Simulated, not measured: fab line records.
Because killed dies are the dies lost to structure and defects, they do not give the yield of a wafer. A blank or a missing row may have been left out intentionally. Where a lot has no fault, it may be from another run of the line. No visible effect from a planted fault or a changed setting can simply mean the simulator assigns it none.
Which tool did it? :: flow n5Finfet :: 12 lots with 36 wafers sampled at 3 steps, on a route of 1938 steps

## WHAT THE GAUGES READ, wafer by wafer
N5_BEOL_M1_CD_MEAS_18: pitch 36 nm, target cd 18 nm.
lot: L075
measured: day 6 10:49
on: cdSem-01
cdNm (nm): 17.4 17.5 17.9

lot: L077
measured: day 6 20:56
on: cdSem-01
cdNm (nm): 18.2 18.0 17.9

lot: L079
measured: day 7 13:19
on: cdSem-03
cdNm (nm): 18.3 18.0 18.0

lot: L081
measured: day 7 18:46
on: cdSem-03
cdNm (nm): 17.9 18.0 18.2

lot: L082
measured: day 8 10:31
on: cdSem-01
cdNm (nm): 18.1 17.9 17.9

lot: L085
measured: day 9 02:46
on: cdSem-02
cdNm (nm): 18.6 18.2 18.0

lot: L087
measured: day 9 14:21
on: cdSem-02
cdNm (nm): 18.0 18.1 17.8

lot: L089
measured: day 10 03:50
on: cdSem-02
cdNm (nm): 17.9 17.2 18.1

lot: L092
measured: day 10 11:24
on: cdSem-02
cdNm (nm): 17.9 17.9 18.3

lot: L093
measured: day 10 22:28
on: cdSem-02
cdNm (nm): 18.6 17.6 17.9

lot: L095
measured: day 11 04:31
on: cdSem-02
cdNm (nm): 18.6 18.2 17.8

lot: L097
measured: day 12 04:45
on: cdSem-02
cdNm (nm): 18.0 18.2 18.0

## TOOL THAT RAN EACH LOT (tool first, then ch and the chambers of the sampled wafers, then the start)
lot: L075
N5_BEOL_M0_ANNEAL_119: rtpAnneal-01 ch 0, day 6 07:24
N5_BEOL_M0_PRE_CLEAN_131: cvdCo-01 ch 0,2, day 6 07:59

lot: L077
N5_BEOL_M0_ANNEAL_119: rtpAnneal-01 ch 0, day 6 17:06
N5_BEOL_M0_PRE_CLEAN_131: cvdCo-01 ch 0,1,2, day 6 18:02

lot: L079
N5_BEOL_M0_ANNEAL_119: rtpAnneal-02 ch 0, day 7 09:42
N5_BEOL_M0_PRE_CLEAN_131: cvdCo-01 ch 0,1,2, day 7 10:19

lot: L081
N5_BEOL_M0_ANNEAL_119: rtpAnneal-01 ch 0, day 7 16:26
N5_BEOL_M0_PRE_CLEAN_131: cvdCo-01 ch 0,1,2, day 7 17:02

lot: L082
N5_BEOL_M0_ANNEAL_119: rtpAnneal-01 ch 0, day 8 04:56
N5_BEOL_M0_PRE_CLEAN_131: cvdCo-02 ch 0,2, day 8 05:29

lot: L085
N5_BEOL_M0_ANNEAL_119: rtpAnneal-02 ch 0, day 9 00:13
N5_BEOL_M0_PRE_CLEAN_131: cvdCo-02 ch 1,2, day 9 00:46

lot: L087
N5_BEOL_M0_ANNEAL_119: rtpAnneal-01 ch 0, day 9 12:09
N5_BEOL_M0_PRE_CLEAN_131: cvdCo-02 ch 1,2, day 9 12:47

lot: L089
N5_BEOL_M0_ANNEAL_119: rtpAnneal-01 ch 0, day 10 00:54
N5_BEOL_M0_PRE_CLEAN_131: cvdCo-02 ch 0,1, day 10 01:29

lot: L092
N5_BEOL_M0_ANNEAL_119: rtpAnneal-01 ch 0, day 10 09:05
N5_BEOL_M0_PRE_CLEAN_131: cvdCo-02 ch 0,2, day 10 09:37

lot: L093
N5_BEOL_M0_ANNEAL_119: rtpAnneal-01 ch 0, day 10 19:58
N5_BEOL_M0_PRE_CLEAN_131: cvdCo-02 ch 1,2, day 10 20:38

lot: L095
N5_BEOL_M0_ANNEAL_119: rtpAnneal-02 ch 0, day 11 01:23
N5_BEOL_M0_PRE_CLEAN_131: cvdCo-01 ch 1,2, day 11 02:10

lot: L097
N5_BEOL_M0_ANNEAL_119: rtpAnneal-02 ch 0, day 12 00:48
N5_BEOL_M0_PRE_CLEAN_131: cvdCo-02 ch 0,1,2, day 12 01:41
- N5_BEOL_M0_ANNEAL_119: time 90 s.
- N5_BEOL_M0_PRE_CLEAN_131: time 15 s.

## THE ANSWER, worked out from the rows above alone
Rule: the lots themselves supply what counts as usual. Put in order of their means at a reading, lots are off if they are a third of the lots or fewer, leave a main group of 4 or more, and stand apart from it by a gap of 3 or more times the standard deviation of the main group's means; of several such gaps the widest counts. The tables above print the reading to a certain number of digits; a main group whose means all agree to those digits is not used. A lot without any number at a reading at which 4 lots or more have one is off too. The other lots that the step has rows for count as sound.
No lot is off on any of the readings shown, so nothing can be concluded from this.

## WHAT THE SIMULATOR HAD INSERTED
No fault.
